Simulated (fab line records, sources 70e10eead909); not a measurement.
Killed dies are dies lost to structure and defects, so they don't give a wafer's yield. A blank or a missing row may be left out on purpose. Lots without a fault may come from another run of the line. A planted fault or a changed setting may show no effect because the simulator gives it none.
Which tool did it? | flow nand_harc | 7 lots, 21 wafers sampled, at 4 steps of a route of 1302

WHAT THE GAUGES READ, wafer by wafer
NHARC_THIN_TSV_CD_MEAS_12: target cd 1000 nm.
lot  | measured     | on        | cd_nm (nm)
L629 | day 24 01:02 | cd_sem-01 | 998.0 998.5 998.6
L630 | day 24 02:14 | cd_sem-01 | 1001.6 1001.2 1001.9
L631 | day 25 01:16 | cd_sem-01 | 1001.0 1001.5 1002.1
L638 | day 27 06:14 | cd_sem-03 | 998.6 1000.3 999.6
L645 | day 30 00:15 | cd_sem-02 | 1001.2 1001.7 1000.0
L650 | day 31 20:50 | cd_sem-03 | 1003.7 1002.0 1002.0
L651 | day 32 04:18 | cd_sem-03 | 998.1 997.9 997.0

WHICH TOOL RAN EACH LOT (tool, then ch and the chambers of the sampled wafers, then the start)
lot  | NHARC_A_WL_FILL_STRIP_27             | NHARC_HYBRID_BOND_ACTIVATE_00      | NHARC_THIN_TSV_CMP_01
L629 | plasma_asher-02 ch 0,1, day 19 17:52 | rie_diel-09 ch 2,3, day 22 14:50   | cmp-01 ch 0,1, day 23 23:51
L630 | plasma_asher-02 ch 0, day 20 14:39   | rie_diel-09 ch 2,3, day 23 06:11   | cmp-04 ch 0,1,2, day 24 01:03
L631 | plasma_asher-02 ch 0,1, day 21 16:33 | rie_diel-09 ch 1,2, day 24 12:23   | cmp-01 ch 1,3, day 24 23:56
L638 | plasma_asher-01 ch 0,1, day 23 16:23 | rie_diel-09 ch 0,2,3, day 26 14:42 | cmp-01 ch 0,1,2, day 27 04:55
L645 | plasma_asher-02 ch 0,1, day 26 19:26 | rie_diel-09 ch 1,2, day 29 13:38   | cmp-04 ch 0,2,3, day 29 23:08
L650 | plasma_asher-02 ch 0,1, day 28 10:37 | rie_diel-08 ch 0,1,2, day 31 08:26 | cmp-04 ch 1,2,3, day 31 19:39
L651 | plasma_asher-01 ch 0,1, day 28 20:38 | rie_diel-09 ch 0,2,3, day 31 16:18 | cmp-02 ch 0,1,3, day 32 03:07
- NHARC_A_WL_FILL_STRIP_27: strips in N2/H2, time 20 s.
- NHARC_HYBRID_BOND_ACTIVATE_00: chemistry N2, time 60 s.
- NHARC_THIN_TSV_CMP_01: polishes.

THE ANSWER, worked out from the rows above alone
Rule: what is usual is taken from the lots themselves. Put in order of their means at a reading, lots are off if they are a third of the lots or fewer, leave a main group of 4 or more, and stand apart from it by a gap of 3 or more times the standard deviation of the main group's means; of several such gaps the widest counts. A main group whose means are all the same, to the digits that the tables above print for the reading, isn't used. A lot without any number at a reading at which 4 lots or more have one is off too. The other lots that the step has rows for count as sound.
No lot is off at any reading shown: from this, nothing can be told.

WHAT THE SIMULATOR HAD PUT IN
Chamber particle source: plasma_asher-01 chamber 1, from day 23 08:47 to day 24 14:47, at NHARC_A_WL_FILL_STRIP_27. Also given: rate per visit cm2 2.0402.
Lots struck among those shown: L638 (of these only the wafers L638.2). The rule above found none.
